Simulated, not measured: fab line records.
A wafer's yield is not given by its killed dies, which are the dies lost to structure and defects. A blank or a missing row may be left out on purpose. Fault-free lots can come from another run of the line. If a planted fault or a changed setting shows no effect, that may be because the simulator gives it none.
Code-filled problem report in 8D (eight disciplines) form    flow n5Finfet    the parts of the form that need people (team, actions taken, sign-off) are left out

1. THE ISSUE
Mean of killed_at_M4_up at N5_PASSIVATION_PROBE_49: 132 across 6 wafers in 2 lots; on wafers with no fault it is 14 (standard deviation 5.6). Measured from the usual mean, that is +21 standard deviations.
The first sign was on wafer L684.1 at day 15 17:49, on prober-02. The record holds 9 wafers of 3 lots with a number at this step. Rule for "out", or "out of limits": more than 4 standard deviations from the usual mean. Any other wafer with a number is counted as sound.

2. WHAT IT IS AND WHAT IT IS NOT
question                     is                                                                                             is not
which readings at this step  killed_at_M4_up, defectLimitedYield, killedDies, sort_bin_5_function, sortNPass, sortYieldPct  killedAtContacts, killedAtFrontEnd, killedAtOther, killedOpen, sort_bin_8_speed
which lots                   L684, L689                                                                                     L679
which wafers of those lots   all that have a number                                                                         -
read on which tools          prober-02                                                                                      prober-01
when                         from day 15 17:49                                                                              up to then (3 sound wafers)

3. THE SUSPECTS, EACH WITH WHAT RULES IT OUT
Counting: any tool at a process step up to the reading is kept as a suspect provided that every lot that is out went through it and no sound lot did after the first of them.
- wetBench-05 at N5_BEOL_M10_PRECLEAN_42 (cleans in residue remover, time 60 s): kept. It ran every lot that is out, first L684 (day 13 15:35), and no sound lot after that.
- prober-02 at N5_PASSIVATION_PROBE_49: kept. It ran every lot that is out, first L684 (day 15 17:49), and no sound lot after that. Out on those wafers are its own readings of defectLimitedYield, killed_at_M4_up, killedDies, sort_bin_5_function, sortNPass, sortYieldPct.
Remaining after the count are wetBench-05 at N5_BEOL_M10_PRECLEAN_42 and prober-02 at N5_PASSIVATION_PROBE_49.

4. THE CAUSE (what the simulator had put in)
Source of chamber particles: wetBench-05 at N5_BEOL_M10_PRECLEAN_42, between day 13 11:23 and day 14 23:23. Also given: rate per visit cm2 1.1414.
Counting left 2 suspects, and this tool is among them.

5. SEQUENCE OF EFFECTS, ordered by route
Each row: a reading whose mean over the struck wafers that have a number lies more than 3 standard deviations from the usual. Scope: only readings with a usual standard deviation given in the record; hours: median across lots of the time from each lot's start at the first step in this table that gives one to its start at this step; sigmas: change in usual standard deviations.
hours  step                     reading              usual   on struck wafers  change  sigmas
0      N5_PASSIVATION_PROBE_49  defectLimitedYield   91.1 %  81.2              -9.9    -7.1
0      N5_PASSIVATION_PROBE_49  killed_at_M4_up      14      132               +118    +21
0      N5_PASSIVATION_PROBE_49  killedDies           105     222               +117    +7.3
0      N5_PASSIVATION_PROBE_49  sort_bin_5_function  5.2 %   11.7              +6.5    +7.6
0      N5_PASSIVATION_PROBE_49  sortNPass            1074    958               -116    -5.5
0      N5_PASSIVATION_PROBE_49  sortYieldPct         91.0 %  81.2              -9.8    -5.5
Here are the process steps it includes:
- N5_PASSIVATION_PROBE_49

6. WHAT WOULD HAVE CAUGHT IT SOONER
In this record no reading fell out of limits until day 15 17:49, 54 hours after the fault had begun at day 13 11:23.
Lots out: 2; all had begun N5_BEOL_M10_PRECLEAN_42 on wetBench-05 by day 15 17:49. A hold on the tool at that time would have spared none of them.
